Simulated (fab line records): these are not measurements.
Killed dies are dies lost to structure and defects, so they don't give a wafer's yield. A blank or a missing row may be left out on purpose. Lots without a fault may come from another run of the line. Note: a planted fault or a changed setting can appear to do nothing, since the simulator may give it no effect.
Matching of chambers + flow n5Finfet + N5_HKMG_FIN_ETCH_67 on rieDiel-05: 4 sister chambers
The step etches SOC in N2/H2, stops on TiN, target depth 388.9 nm. 18 wafers are shown with their chamber, then 9 later ones without.

== WAFERS WITH THEIR CHAMBER ==
| wafer  | chamber | drypumpMotorCurrentA (A) | throttleValvePct (%) | showerheadPlenumPTorr (Torr) |
|--------|---------|--------------------------|----------------------|------------------------------|
| L074.3 | 2       | 5.8                      | 17.51                | 2.51                         |
| L074.4 | 0       | 6.4                      | 17.85                | 2.47                         |
| L074.6 | 0       | 6.4                      | 17.87                | 2.47                         |
| L079.1 | 1       | 4.8                      | 18.25                | 2.63                         |
| L079.4 | 2       | 5.9                      | 17.54                | 2.50                         |
| L079.6 | 1       | 4.8                      | 18.26                | 2.63                         |
| L084.1 | 3       | 5.7                      | 17.74                | 2.62                         |
| L084.4 | 2       | 5.8                      | 17.56                | 2.50                         |
| L084.6 | 3       | 5.6                      | 17.74                | 2.62                         |
| L085.1 | 3       | 5.6                      | 17.74                | 2.62                         |
| L085.2 | 0       | 6.4                      | 17.91                | 2.46                         |
| L085.3 | 1       | 4.8                      | 18.29                | 2.62                         |
| L086.2 | 3       | 5.6                      | 17.74                | 2.62                         |
| L086.3 | 2       | 5.9                      | 17.55                | 2.50                         |
| L086.4 | 0       | 6.4                      | 17.90                | 2.45                         |
| L087.1 | 0       | 6.4                      | 17.92                | 2.45                         |
| L087.3 | 3       | 5.6                      | 17.75                | 2.62                         |
| L087.5 | 1       | 4.7                      | 18.28                | 2.62                         |

SIGNATURES (means of the wafers above)
| reading               | chamber 0 | chamber 1 | chamber 2 | chamber 3 | scatter within a chamber |
|-----------------------|-----------|-----------|-----------|-----------|--------------------------|
| drypumpMotorCurrentA  | 6.400     | 4.775     | 5.850     | 5.620     | 0.0427                   |
| throttleValvePct      | 17.8900   | 18.2700   | 17.5400   | 17.7420   | 0.0205                   |
| showerheadPlenumPTorr | 2.4600    | 2.6250    | 2.5025    | 2.6200    | 0.00641                  |
Rule: for each reading, subtract the chamber's mean from the wafer's reading, divide by that reading's scatter and square the result; add these up over the readings and take the root, which gives the wafer's distance from the chamber. If the next closest chamber is less than 2 further off than the closest, the wafer can't be placed; otherwise it belongs to the closest. How the scatter is found: for the shown wafers, subtract from each reading the mean of its chamber, square and add these, divide the total by (wafers less chambers), then take the root.

== WAFERS WITHOUT THEIR CHAMBER ==
| wafer  | drypumpMotorCurrentA (A) | throttleValvePct (%) | showerheadPlenumPTorr (Torr) |
|--------|--------------------------|----------------------|------------------------------|
| L089.1 | 6.4                      | 17.93                | 2.45                         |
| L089.5 | 4.7                      | 18.30                | 2.62                         |
| L089.6 | 5.9                      | 17.56                | 2.50                         |
| L091.1 | 6.4                      | 17.93                | 2.45                         |
| L091.2 | 5.7                      | 17.77                | 2.62                         |
| L091.4 | 5.9                      | 17.56                | 2.49                         |
| L097.2 | 5.9                      | 17.60                | 2.49                         |
| L097.3 | 5.6                      | 17.79                | 2.61                         |
| L097.5 | 6.4                      | 17.94                | 2.45                         |

== CHAMBER TAKEN BY EACH ==
| wafer  | from the rows above | in truth |
|--------|---------------------|----------|
| L089.1 | 0                   | 0        |
| L089.5 | 1                   | 1        |
| L089.6 | 2                   | 2        |
| L091.1 | 0                   | 0        |
| L091.2 | 3                   | 3        |
| L091.4 | 2                   | 2        |
| L097.2 | 2                   | 2        |
| L097.3 | 3                   | 3        |
| L097.5 | 0                   | 0        |
Correctly placed: 9 of 9. Not placeable from these rows: 0. 0 placed wrongly.
